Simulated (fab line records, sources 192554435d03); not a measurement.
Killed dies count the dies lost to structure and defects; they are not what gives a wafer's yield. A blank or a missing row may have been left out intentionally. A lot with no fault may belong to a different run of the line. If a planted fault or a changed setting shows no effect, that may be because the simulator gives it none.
Chamber matching | flow n5 finfet | N5_GATE_CUT_STRIP_41 on rie diel-04 has 4 sister chambers
The step strips in CF4. 4 wafers are shown with their chamber, then 12 later ones without.

## WAFERS, EACH WITH ITS CHAMBER
wafer  | chamber | drypump motor current A (A)
L089.5 | 2       | 5.7
L091.2 | 3       | 6.6
L091.5 | 1       | 5.0
L091.6 | 0       | 6.1

## WAFERS MISSING THEIR CHAMBER
wafer  | drypump motor current A (A)
L092.2 | 5.6
L092.4 | 6.7
L092.5 | 5.7
L094.2 | 6.0
L094.3 | 5.7
L094.5 | 6.1
L096.1 | 6.6
L096.4 | 5.0
L096.6 | 5.1
L097.3 | 5.0
L097.4 | 5.7
L097.6 | 6.6

## WHICH CHAMBER EACH ONE RAN IN
wafer  | from the rows above | in truth
L092.2 | 2                   | 2
L092.4 | 3                   | 3
L092.5 | 2                   | 2
L094.2 | 0                   | 0
L094.3 | 2                   | 2
L094.5 | 0                   | 0
L096.1 | 3                   | 3
L096.4 | 1                   | 1
L096.6 | 1                   | 1
L097.3 | 1                   | 1
L097.4 | 2                   | 2
L097.6 | 3                   | 3
12 of 12 placed correctly. Not placeable from these rows: 0. Number placed wrongly: 0.
How it was worked out, from the rows above alone: a wafer's distance from a chamber is the root of the sum, over the readings, of the square of ((its reading less the chamber's mean) divided by the reading's scatter). The wafer belongs to the nearest chamber; if the next one is less than 2 further off, it can't be placed. For every chamber, the mean is computed from those of its wafers that are shown. The scatter: with one shown wafer a chamber, the root of the mean of the squares of how far each hidden wafer lies from its nearest shown one.
